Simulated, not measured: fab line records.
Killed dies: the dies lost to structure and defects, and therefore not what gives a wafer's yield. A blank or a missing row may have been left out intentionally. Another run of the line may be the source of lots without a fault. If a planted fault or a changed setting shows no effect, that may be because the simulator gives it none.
Matching of chambers | flow n5 finfet | 4 sister chambers for N5_BEOL_M0_SAQP_ETCH_107 on rie diel-03
The step etches SiNx in CH3F/O2, target depth 30 nm. 16 wafers are shown with their chamber, then 8 later ones without.

== WAFERS WITH THEIR CHAMBER ==
wafer  | chamber | showerhead plenum p Torr (Torr) | rf vpp V (V) | drypump motor current A (A)
L074.3 | 3       | 1.96                            | 301          | 5.1
L074.5 | 1       | 1.91                            | 295          | 5.7
L074.6 | 0       | 2.08                            | 290          | 5.6
L083.2 | 3       | 1.96                            | 302          | 5.0
L083.4 | 0       | 2.08                            | 289          | 5.6
L083.6 | 1       | 1.91                            | 295          | 5.7
L084.2 | 1       | 1.91                            | 295          | 5.7
L084.3 | 3       | 1.96                            | 302          | 5.1
L084.4 | 0       | 2.08                            | 291          | 5.7
L085.1 | 1       | 1.91                            | 295          | 5.7
L085.2 | 3       | 1.96                            | 301          | 5.1
L085.5 | 1       | 1.91                            | 294          | 5.7
L090.3 | 2       | 2.05                            | 289          | 5.3
L090.4 | 0       | 2.07                            | 289          | 5.6
L090.6 | 0       | 2.07                            | 289          | 5.7
L092.1 | 0       | 2.07                            | 289          | 5.7

SIGNATURES (averages over the wafers above)
reading                  | chamber 0 | chamber 1 | chamber 2 | chamber 3 | scatter within a chamber
showerhead plenum p Torr | 2.0750    | 1.9100    | 2.0500    | 1.9600    | 0.00354
rf vpp V                 | 289.50    | 294.80    | 289.00    | 301.50    | 0.665
drypump motor current A  | 5.650     | 5.700     | 5.300     | 5.075     | 0.0433
Rule: a wafer's distance from a chamber is the root of the sum, over the readings, of the square of ((its reading less the chamber's mean) divided by the reading's scatter). If the next closest chamber is less than 2 further off than the closest, the wafer can't be placed; otherwise it belongs to the closest. The scatter: the root of (the sum of the squares of (reading less its chamber's mean) over the shown wafers, divided by (wafers less chambers)).

== WAFERS WITH NO CHAMBER GIVEN ==
wafer  | showerhead plenum p Torr (Torr) | rf vpp V (V) | drypump motor current A (A)
L092.3 | 2.05                            | 288          | 5.3
L092.4 | 1.90                            | 295          | 5.7
L096.1 | 1.95                            | 300          | 5.1
L096.4 | 2.07                            | 290          | 5.6
L096.5 | 1.95                            | 303          | 5.1
L097.1 | 2.07                            | 290          | 5.6
L097.5 | 1.90                            | 294          | 5.7
L097.6 | 1.95                            | 301          | 5.0

== THE CHAMBER EACH PASSED THROUGH ==
wafer  | from the rows above | in truth
L092.3 | 2                   | 2
L092.4 | 1                   | 1
L096.1 | 3                   | 3
L096.4 | 0                   | 0
L096.5 | 3                   | 3
L097.1 | 0                   | 0
L097.5 | 1                   | 1
L097.6 | 3                   | 3
Correct placement for 8 of the 8. Not placeable from these rows: 0. Number placed wrongly: 0.
